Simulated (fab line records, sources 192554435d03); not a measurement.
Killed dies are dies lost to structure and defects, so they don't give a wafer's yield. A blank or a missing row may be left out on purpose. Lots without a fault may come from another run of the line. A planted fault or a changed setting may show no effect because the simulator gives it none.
fab line records | flow n5_finfet
record lots=6 wafers=16 last_day=18
route steps=1938 shown BEOL_M3@962 BEOL_M4@1111 PASSIVATION@1936
lots that met no fault: from a run of the same line without faults
start_h: hours from the record's first day to the start of the lot's first wafer shown | wait_h: hours since the lot's step before | " the same as in the row above | L1.1+2: a row that stands for several wafers | - no value, or no start given | * or withheld: withheld | < > ~ a bound
route shown NAME@n: a module of which the file shows steps, and the number in the route of the first | usual: mean/standard deviation of fault-free wafers | same: alike in all rows | chamber/n: place in a boat | sites: the reading at each site | _std_site: their standard deviation | _edge_site: outer sites' mean less inner sites' | radius_mm: how far each site lies from the wafer's centre | mask NAME#n: copy n | behind: the tool/chamber that last shaped the wafer | hold: why the lot was held/for how many hours/how that ended | device: the transistor (n, p or np) that didn't switch | end of line: the same wafers' tests at the end of the route | a step without rows: its recipe alone | killed: dies lost to structure and defects at the first sort, not the wafer's yield | map: a wafer's dies, x killed, . not, _ none there
set.NAME: the setting as run; set.NAME@STEP: as run at that earlier step | model.NAME: the simulator's own value behind a step, which no gauge read
lots at some steps of the route; a table a step, a row a wafer
services: from which hour (start_h, from the record's first day; less than 0 if before it) a tool's chamber was out of use, for how many hours, and why
## steps
# step N5_BEOL_M3_SOFTBAKE_23
# recipe temp_c=110 time_s=60 resist=CAR-EUV
# step N5_BEOL_M3_EXPOSE_25
# recipe mask_id=V2 na=0.33 source_shape=quasar sigma_inner=0.2 sigma_outer=0.8 polarization=unpolarized defocus_nm=5 dose_mj=63
# step N5_BEOL_M3_PEB_26
# recipe peb_temp_c=100 peb_time_s=60 resist=CAR-EUV
# step N5_BEOL_M3_DEVELOP_27
# recipe develop_time_s=30 developer=TMAH resist=CAR-EUV rinse_liquid=surfactant_rinse dry=air_spin dev_temp_c=23
# step N5_BEOL_M3_CD_MEAS_28
# recipe target_cd_nm=25.7 landing_energy_ev=500 detector=se_inlens target_cd_y_nm=23.3 polarity=opening
# usual cd_nm=25.71/0.25
# columns lot.wafer tool chamber start_h wait_h cd_nm
L950.1 cd_sem-02 0 151.49 - 25.56
L950.2 " 0 " " 25.51
L950.6 " 0 " " 25.35
L960.1 cd_sem-03 0 207.22 - 25.90
L960.6 " 0 " " 25.40
L959.1 cd_sem-02 0 210.29 - 25.92
L959.5 " 0 " " 26.22
L966.4 cd_sem-02 0 274.86 - 25.87
L966.5 " 0 " " 25.62
L966.6 " 0 " " 25.31
L968.1 cd_sem-03 0 275.07 - 25.58
L968.3 " 0 " " 25.32
L968.4 " 0 " " 25.83
L967.1 cd_sem-01 0 285.65 - 25.47
L967.2 " 0 " " 25.71
L967.4 " 0 " " 25.75
# step N5_BEOL_M3_OVL_MEAS_29
# recipe points_per_wafer=522
# usual V2_OVL=0.4/0.6
# columns lot.wafer tool chamber start_h wait_h V2_OVL[nm]
L950.1 overlay-02 0 151.52 0.0 0.1
L950.2 " 0 " " 0.6
L950.6 " 0 " " 0.3
L960.1 overlay-02 0 207.26 0.0 0.2
L960.6 " 0 " " 0.7
L959.1 overlay-02 0 210.32 0.0 0.6
L959.5 " 0 " " 0.0
L966.4 overlay-02 0 274.90 0.0 0.6
L966.5 " 0 " " 1.1
L966.6 " 0 " " 1.3
L968.1 overlay-02 0 275.10 0.0 -0.2
L968.3 " 0 " " 0.0
L968.4 " 0 " " 0.0
L967.1 overlay-02 0 285.68 0.0 1.3
L967.2 " 0 " " 1.3
L967.4 " 0 " " 1.2
# step N5_BEOL_M3_INSPECT_30
# recipe mode=adi inspect_instrument=brightfield
# usual raw_defect_count=415/96
# columns lot.wafer tool chamber start_h wait_h raw_defect_count
L950.1 defect_inspect-02 - 151.58 0.1 404
L950.2 " - " " 447
L950.6 " - " " 585
L960.1 defect_inspect-02 - 207.31 0.1 638
L960.6 " - " " 479
L959.1 defect_inspect-02 - 210.39 0.1 303
L959.5 " - " " 294
L966.4 defect_inspect-01 - 274.94 0.0 379
L966.5 " - " " 511
L966.6 " - " " 535
L968.1 defect_inspect-02 - 275.16 0.1 356
L968.3 " - " " 386
L968.4 " - " " 407
L967.1 defect_inspect-02 - 285.74 0.1 340
L967.2 " - " " 291
L967.4 " - " " 305
# step N5_BEOL_M3_DESCUM_33
# recipe chemistry=O2 time_s=7 source_power_w=50 bias_power_w=20 pressure_mtorr=20 rf_frequency_hz=2.712e+07 temp_c=40 resist=CAR-EUV o2_flow_sccm=225
# usual drypump_motor_current_A=5.8/0.7 oes_product_au=0.77/0.062 rf_vpp_V=242.9/1.3 showerhead_plenum_p_Torr=2.07/0.057 throttle_valve_pct=20.31/0.18
# columns lot.wafer tool chamber start_h wait_h drypump_motor_current_A oes_product_au rf_hours_counter_h rf_vpp_V showerhead_plenum_p_Torr throttle_valve_pct
L950.1 rie_diel-01 3 151.61 0.0 6.4 0.88 34 242.5 2.05 20.35
L950.2 " 0 " " 5.6 0.81 114 243.4 2.12 20.54
L950.6 " 2 " " 5.2 0.72 - 241.2 2.08 19.98
L960.1 rie_diel-04 0 207.35 0.0 5.4 0.72 197 244.9 2.17 20.35
L960.6 " 2 " " 6.5 0.88 - 242.5 2.07 20.24
L959.1 rie_diel-04 3 210.42 0.0 6.8 0.83 71 242.4 2.04 20.35
L959.5 " 0 " " 5.3 0.72 - 244.3 2.17 20.37
L966.4 rie_diel-03 0 274.97 0.0 6.4 0.79 115 243.6 2.10 20.24
L966.5 " 1 " " 5.3 0.82 - 244.0 2.12 19.95
L966.6 " 2 " " 6.6 0.74 - 242.3 2.01 20.61
L968.1 rie_diel-01 0 275.20 0.0 5.6 0.78 147 242.3 2.10 20.57
L968.3 " 1 " " 4.9 0.68 224 240.8 1.97 20.44
L968.4 " 2 " " 5.2 0.70 191 242.6 2.06 20.06
L967.1 rie_diel-01 3 285.77 0.0 6.5 0.83 66 242.4 2.04 20.39
L967.2 " 0 " " 5.6 0.78 149 245.2 2.10 20.57
L967.4 " 1 " " 4.9 0.68 226 239.7 1.97 20.44
# step N5_BEOL_M3_ETCH_77
# recipe chemistry=N2/H2 target=underlayer target_depth_a=65 mask_material=CAR-EUV time_s=5.2 ion_energy_ev=200 pressure_mtorr=30 source_w=840 bias_w=150 n2_flow_sccm=200 h2_flow_sccm=200 ends=cleared
# usual drypump_motor_current_A=5.8/0.7 etch_rf_on_time_s=5.29/0.13 oes_product_au=0.65/0.051 rf_vpp_V=523.3/2.4 showerhead_plenum_p_Torr=2.52/0.075 throttle_valve_pct=17.76/0.21
# columns lot.wafer tool chamber start_h wait_h drypump_motor_current_A etch_rf_on_time_s oes_product_au rf_hours_counter_h rf_vpp_V showerhead_plenum_p_Torr throttle_valve_pct
L950.1 rie_diel-01 3 151.65 0.0 6.5 5.26 0.75 34 521.1 2.49 17.76
L950.2 " 0 " " 5.6 5.11 0.69 114 525.2 2.56 17.79
L950.6 " 2 " " 5.2 5.31 0.63 - 522.6 2.54 17.59
L960.1 rie_diel-04 0 207.38 0.0 5.3 5.37 0.60 197 527.7 2.64 17.81
L960.6 " 2 " " 6.5 5.37 0.74 - 524.0 2.48 17.36
L959.1 rie_diel-04 3 210.46 0.0 6.7 5.23 0.70 71 523.2 2.47 17.81
L959.5 " 0 " " 5.4 5.39 0.60 - 525.1 2.64 17.82
L966.4 rie_diel-03 0 275.01 0.0 6.4 5.50 0.64 115 525.4 2.56 17.75
L966.5 " 1 " " 5.3 5.19 0.71 - 525.0 2.57 17.28
L966.6 " 2 " " 6.6 5.23 0.63 - 520.8 2.41 17.98
L968.1 rie_diel-01 0 275.23 0.0 5.6 5.09 0.66 147 524.1 2.54 17.85
L968.3 " 1 " " 4.9 5.42 0.57 224 519.4 2.40 17.95
L968.4 " 2 " " 5.2 5.35 0.59 191 520.6 2.53 17.65
L967.1 rie_diel-01 3 285.81 0.0 6.5 5.25 0.72 66 524.8 2.48 17.79
L967.2 " 0 " " 5.6 5.08 0.67 149 525.0 2.54 17.88
L967.4 " 1 " " 4.9 5.43 0.58 226 521.9 2.39 17.95
# step N5_BEOL_M3_ETCH_69
# recipe chemistry=CF4 target=SiARC target_depth_a=156 mask_material=CAR-EUV time_s=26 ion_energy_ev=80 pressure_mtorr=40 source_w=545 bias_w=36 Ar_flow_sccm=100 cf4_flow_sccm=100 ends=cleared
# usual drypump_motor_current_A=5.8/0.7 etch_rf_on_time_s=26.4/0.67 oes_product_au=0.65/0.051 rf_vpp_V=184.0/1 showerhead_plenum_p_Torr=2.12/0.054 throttle_valve_pct=15.53/0.19
# columns lot.wafer tool chamber start_h wait_h drypump_motor_current_A etch_rf_on_time_s oes_product_au rf_hours_counter_h rf_vpp_V showerhead_plenum_p_Torr throttle_valve_pct
L950.1 rie_diel-01 3 151.66 0.0 6.4 26.2 0.74 34 182.2 2.11 15.52
L950.2 " 0 " " 5.6 25.4 0.69 114 184.7 2.17 15.74
L950.6 " 2 " " 5.2 27.2 0.61 - 184.5 2.15 15.36
L960.1 rie_diel-04 0 207.40 0.0 5.4 26.8 0.60 197 185.8 2.19 15.52
L960.6 " 2 " " 6.5 26.9 0.74 - 182.8 2.09 15.22
L959.1 rie_diel-04 3 210.48 0.0 6.7 25.8 0.70 71 182.4 2.09 15.51
L959.5 " 0 " " 5.4 26.5 0.60 - 186.2 2.19 15.53
L966.4 rie_diel-03 0 275.02 0.0 6.4 27.6 0.66 115 184.0 2.14 15.42
L966.5 " 1 " " 5.3 26.1 0.70 - 184.0 2.17 15.17
L966.6 " 2 " " 6.6 25.9 0.63 - 183.9 2.04 15.74
L968.1 rie_diel-01 0 275.25 0.0 5.6 25.4 0.67 147 183.8 2.16 15.82
L968.3 " 1 " " 4.9 27.4 0.57 224 183.0 2.03 15.73
L968.4 " 2 " " 5.2 27.3 0.58 191 183.3 2.14 15.44
L967.1 rie_diel-01 3 285.82 0.0 6.4 26.6 0.71 66 182.8 2.10 15.58
L967.2 " 0 " " 5.6 25.5 0.67 149 184.5 2.16 15.83
L967.4 " 1 " " 4.9 27.4 0.58 226 184.3 2.03 15.72
# step N5_BEOL_M3_ALD_98
# recipe material=SiO2 target_thk_a=25 temp_c=100 ald_precursor_family=BDEAS ald_co_reactant=O2-plasma pulse_time_s=1 co_reactant_pulse_time_s=1 purge_time_s=2 co_reactant_purge_time_s=2 ald_cycles=17 pressure_torr=2
# usual heater_power_w=76/8.4 precursor_pulse_height_rel=0.998/0.022 susceptor_temp_C=100.02/0.13
# columns lot.wafer tool chamber start_h wait_h heater_power_w precursor_pulse_height_rel susceptor_temp_C
L950.1 ald_sin-01 3 151.75 0.1 85 1.017 99.96
L950.2 " 0 " " 88 0.983 99.99
L950.6 " 3 " " 82 0.971 99.99
L960.1 ald_sin-01 1 207.48 0.1 69 0.965 99.89
L960.6 " 3 " " 84 0.982 100.02
L959.1 ald_sin-01 2 210.65 0.1 85 0.998 99.95
L959.5 " 0 " " 87 0.969 100.01
L966.4 ald_sin-03 1 275.24 0.2 63 0.957 100.01
L966.5 " 0 " " 74 0.982 99.97
L966.6 " 3 " " 71 1.001 100.32
L968.1 ald_sin-03 2 275.43 0.2 83 0.971 100.10
L968.3 " 0 " " 72 1.015 100.04
L968.4 " 3 " " 71 0.992 100.04
L967.1 ald_sin-03 3 285.90 0.1 71 1.013 100.31
L967.2 " 0 " " 75 1.007 100.03
L967.4 " 2 " " 84 1.001 100.10
# step N5_BEOL_M3_ETCHBACK_99
# recipe chemistry=CHF3 target=SiO2 target_depth_a=50 time_s=10.4 source_w=215 bias_w=47 Ar_flow_sccm=200 CHF3_flow_sccm=12 ion_energy_ev=100 pressure_mtorr=30
# usual drypump_motor_current_A=5.9/0.67 oes_product_au=0.77/0.058 rf_vpp_V=239/5.5 showerhead_plenum_p_Torr=2.12/0.054 throttle_valve_pct=16.97/0.2
# columns lot.wafer tool chamber start_h wait_h drypump_motor_current_A oes_product_au rf_hours_counter_h rf_vpp_V showerhead_plenum_p_Torr throttle_valve_pct
L950.1 rie_diel-01 1 154.79 3.0 4.9 0.72 189 245 2.05 17.13
L950.2 " 0 " " 5.6 0.81 115 240 2.18 17.18
L950.6 " 1 " " 4.9 0.71 - 245 2.05 17.10
L960.1 rie_diel-03 3 216.05 8.5 6.4 0.72 213 234 2.11 17.05
L960.6 " 0 " " 6.4 0.78 - 239 2.15 16.78
L959.1 rie_diel-03 0 219.60 8.9 6.4 0.79 99 240 2.15 16.79
L959.5 " 1 " " 5.4 0.83 - 237 2.19 16.59
L966.4 rie_diel-01 2 278.26 3.0 5.2 0.69 191 243 2.15 16.91
L966.5 " 0 " " 5.6 0.79 - 241 2.17 17.23
L966.6 " 1 " " 4.9 0.68 - 245 2.04 17.18
L968.1 rie_diel-01 3 283.28 7.8 6.4 0.82 66 235 2.10 17.05
L968.3 " 1 " " 4.9 0.68 226 243 2.04 17.19
L968.4 " 2 " " 5.2 0.70 192 245 2.15 16.90
L967.1 rie_diel-03 1 286.78 0.8 5.3 0.80 73 237 2.18 16.62
L967.2 " 3 " " 6.5 0.71 229 233 2.10 17.07
L967.4 " 0 " " 6.4 0.77 118 239 2.14 16.82
# step N5_BEOL_M3_ETCH_70
# recipe chemistry=N2/H2 target=SOC target_depth_a=800 overetch_a=160 mask_material=SiARC temp_c=40 time_s=120 ion_energy_ev=200 pressure_mtorr=30 source_w=840 bias_w=150 n2_flow_sccm=200 h2_flow_sccm=200
# usual drypump_motor_current_A=5.9/0.67 oes_product_au=0.59/0.043 rf_vpp_V=523.0/2 run_length_s=143.5/0.41 showerhead_plenum_p_Torr=2.51/0.07 throttle_valve_pct=17.72/0.23
# columns lot.wafer tool chamber start_h wait_h drypump_motor_current_A oes_product_au rf_hours_counter_h rf_vpp_V run_length_s showerhead_plenum_p_Torr throttle_valve_pct model.SiARC_of_BEOL_M3_COAT_68.thk_nm
L950.1 rie_diel-01 1 154.82 0.0 4.9 0.55 189 520.4 143.3 2.41 17.86 6.4
L950.2 " 0 " " 5.6 0.62 115 525.1 143.4 2.56 17.76 6.2
L950.6 " 1 " " 4.9 0.55 - 521.2 143.4 2.41 17.87 6.4
L960.1 rie_diel-03 3 216.08 0.0 6.5 0.52 213 522.6 153.0 2.52 17.97 6
L960.6 " 0 " " 6.4 0.59 - 525.0 153.5 2.56 17.68 6.4
L959.1 rie_diel-03 0 219.63 0.0 6.4 0.59 99 524.9 153.8 2.56 17.67 6.2
L959.5 " 1 " " 5.3 0.65 - 526.4 144.0 2.58 17.23 6.4
L966.4 rie_diel-01 2 278.30 0.0 5.2 0.54 191 523.8 143.4 2.53 17.60 6.4
L966.5 " 0 " " 5.6 0.59 - 522.6 143.4 2.55 17.81 6.2
L966.6 " 1 " " 4.9 0.53 - 519.0 142.9 2.39 17.91 6.6
L968.1 rie_diel-01 3 283.32 0.0 6.4 0.64 66 522.1 143.0 2.48 17.76 6.6
L968.3 " 1 " " 4.9 0.53 226 519.1 143.0 2.39 17.92 6.6
L968.4 " 2 " " 5.2 0.54 192 523.6 143.5 2.53 17.62 6.6
L967.1 rie_diel-03 1 286.82 0.0 5.3 0.62 73 524.3 144.1 2.57 17.26 6.6
L967.2 " 3 " " 6.5 0.54 229 524.7 143.8 2.52 17.99 6.4
L967.4 " 0 " " 6.4 0.60 118 522.9 144.2 2.55 17.71 6.8
# step N5_BEOL_M3_STRIP_71
# recipe chemistry=N2/H2 temp_c=40 n2_flow_sccm=200 h2_flow_sccm=200 rf_frequency_hz=6e+07
# step N5_BEOL_M4_RC_MEAS_101
# usual DIBL_N=36.3/2 DIBL_P=36.3/2.4 IOFF_N=0.16/0.034 IOFF_P=0.21/0.035 ION_N=672/12 ION_P=459/6.5 SS_N=71.6/0.67 SS_P=73.3/0.71 VT_N=250/3.5 VT_P=-251/3
# columns lot.wafer tool chamber start_h wait_h DIBL_N[mV/V] DIBL_P[mV/V] IOFF_N[nA/um] IOFF_P[nA/um] ION_N[uA/um] ION_P[uA/um] SS_N[mV/dec] SS_P[mV/dec] VT_N[mV] VT_P[mV]
L950.1 prober-01 0 170.75 0.0 36.0 36.4 0.15 0.22 663 464 71.3 73.3 252 -248
L950.2 " 0 " " 38.0 38.6 0.20 0.26 674 460 71.9 73.5 246 -247
L950.6 " 0 " " 36.7 37.0 0.16 0.22 662 457 72.2 73.6 251 -248
L960.1 prober-01 0 255.59 0.0 36.2 38.1 0.17 0.23 669 455 72.1 73.3 249 -248
L960.6 " 0 " " 34.6 35.8 0.13 0.19 659 456 71.1 71.8 254 -253
L959.1 prober-02 0 261.12 0.0 36.8 37.9 0.16 0.23 665 462 71.9 73.1 254 -246
L959.5 " 0 " " 37.1 37.6 0.17 0.24 673 465 71.4 73.6 251 -246
L966.4 prober-02 0 293.75 0.5 39.2 39.7 0.19 0.25 688 469 72.0 74.3 246 -248
L966.5 " 0 " " 39.5 39.5 0.21 0.25 688 467 72.1 73.6 247 -248
L966.6 " 0 " " 38.6 39.2 0.18 0.24 676 461 71.6 73.6 247 -246
L968.1 prober-02 0 308.21 0.0 37.4 37.5 0.17 0.20 680 459 71.4 73.3 249 -252
L968.3 " 0 " " 37.2 36.5 0.17 0.19 679 454 72.1 73.0 249 -252
L968.4 " 0 " " 35.2 35.1 0.14 0.17 676 457 71.1 73.0 249 -256
L967.1 prober-02 0 318.71 0.0 35.9 35.4 0.17 0.19 672 457 71.6 73.7 249 -253
L967.2 " 0 " " 34.7 34.2 0.14 0.18 674 451 71.0 72.9 252 -251
L967.4 " 0 " " 37.3 38.2 0.22 0.24 687 459 72.3 74.5 243 -250
# step N5_PASSIVATION_PROBE_49
# usual defect_limited_yield=91.4/1.5 killed_at_M0_to_M3=33/11 killed_at_M4_up=14/5.3 killed_at_contacts=13/6.2 killed_at_front_end=39/13 killed_at_other=3.1/2.8 killed_dies=102/17 killed_open=68/13 killed_short=32/7.8 sort_bin_5_function=5.1/0.95 sort_bin_6_memory=3.2/0.7 sort_n_pass=1078/18 sort_yield_pct=91.3/1.5
# same gross_dies=1180 killed_at_back_side=0 sort_bin_4_leakage[%]=0 sort_bin_8_speed[%]=0
# columns lot.wafer tool chamber start_h wait_h defect_limited_yield[%] killed_at_M0_to_M3 killed_at_M4_up killed_at_contacts killed_at_front_end killed_at_other killed_dies killed_open killed_short sort_bin_5_function[%] sort_bin_6_memory[%] sort_n_pass sort_yield_pct[%]
L950.1 prober-01 - 282.04 0.0 93.1 48 7 8 16 2 81 54 27 4.5 2.3 1099 93.1
L950.2 prober-01 - 282.09 0.1 90.1 50 14 6 43 4 117 74 40 5.3 4.2 1063 90.1
L950.6 prober-01 - 282.29 0.3 89.5 43 17 5 58 1 124 89 31 5.9 3.9 1056 89.5
L959.5 prober-02 - 373.07 0.2 90.6 29 29 11 33 9 111 77 34 5.6 3.4 1069 90.6
# killed by level:class
L950.1 BEOL_M0_SAQP:geometric_particle:open=12 BEOL_M0_SAQP:geometric_particle:short=10 MOL_CONTACT_COAG:geometric_particle:open=8 BEOL_M2:geometric_particle:open=7 BEOL_M1:geometric_particle:open=6 BEOL_M3:geometric_particle:short=4 FIN_SAQP:geometric_particle:open=3 STI_FIN_REVEAL:geometric_particle:open=3
L950.2 BEOL_M0_SAQP:geometric_particle:open=16 STI_FIN_REVEAL:geometric_particle:open=14 BEOL_M0_SAQP:geometric_particle:short=12 FIN_SAQP:geometric_particle:open=9 MOL_CONTACT_COAG:geometric_particle:open=6 BEOL_M1:geometric_particle:open=5 BEOL_M1:geometric_particle:short=4 BEOL_M2:geometric_particle:open=4
L950.6 STI_FIN_REVEAL:geometric_particle:open=21 BEOL_M2:geometric_particle:open=12 BEOL_M1:geometric_particle:open=10 FIN_SAQP:geometric_particle:open=9 STI_FIN_REVEAL:geometric_particle:short=8 DUMMY_GATE:geometric_particle:open=6 BEOL_M0_SAQP:geometric_particle:open=5 BEOL_M4:geometric_particle:open=4
L959.5 BEOL_M4:geometric_particle:open=15 STI_FIN_REVEAL:geometric_particle:open=10 MOL_CONTACT_COAG:geometric_particle:open=8 BEOL_M2:geometric_particle:open=7 BEOL_M0_SAQP:geometric_particle:short=5 BEOL_M3:geometric_particle:open=5 BEOL_M0_SAQP:geometric_particle:open=4 BEOL_M5:geometric_particle:open=4
## services
# columns tool chamber start_h hours kind
ald_sin-01 2 130.05 33.2 repair
rie_diel-01 1 136.98 6.2 repair
rie_diel-04 3 157.82 7.7 repair
rie_diel-01 3 159.74 5.1 repair
rie_diel-04 0 164.51 10.8 repair
ald_sin-03 - 177.52 14.0 pm
ald_sin-03 0 177.52 14.0 vent_cycle
ald_sin-03 1 177.52 14.0 vent_cycle
ald_sin-03 2 177.52 14.0 vent_cycle
ald_sin-03 3 177.52 14.0 vent_cycle
ald_sin-03 0 191.52 - clean
ald_sin-03 1 191.52 - clean
ald_sin-03 2 191.52 - clean
ald_sin-03 3 191.52 - clean
rie_diel-01 0 192.03 15.2 repair
ald_sin-01 0 197.52 1.3 repair
rie_diel-01 3 199.51 13.7 repair
rie_diel-01 1 203.97 4.9 repair
ald_sin-01 2 213.45 1.4 repair
rie_diel-01 3 233.71 4.6 repair
rie_diel-03 - 247.81 0.9 repair
ald_sin-01 3 277.06 20.4 repair
## key
first_sign step=N5_BEOL_M3_ETCH_70 reading=run_length_s direction=up sigmas=24 usual=* struck=*
effect none on later readings
model_effect step=N5_BEOL_M3_ETCH_70 value=SiARC_of_BEOL_M3_COAT_68.thk_nm without=6.667 struck=6.2
met_at N5_BEOL_M3_ETCH_70
struck_wafers L959.1,L960.1,L960.6
fault kind=process_parameter_drift tool=rie_diel-03 chamber=- onset_h=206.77 steps=N5_BEOL_M3_ETCH_70 channel=time_s offset=* shape=step end_h=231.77 scope=struck_wafers_only acts_in=* stated=*
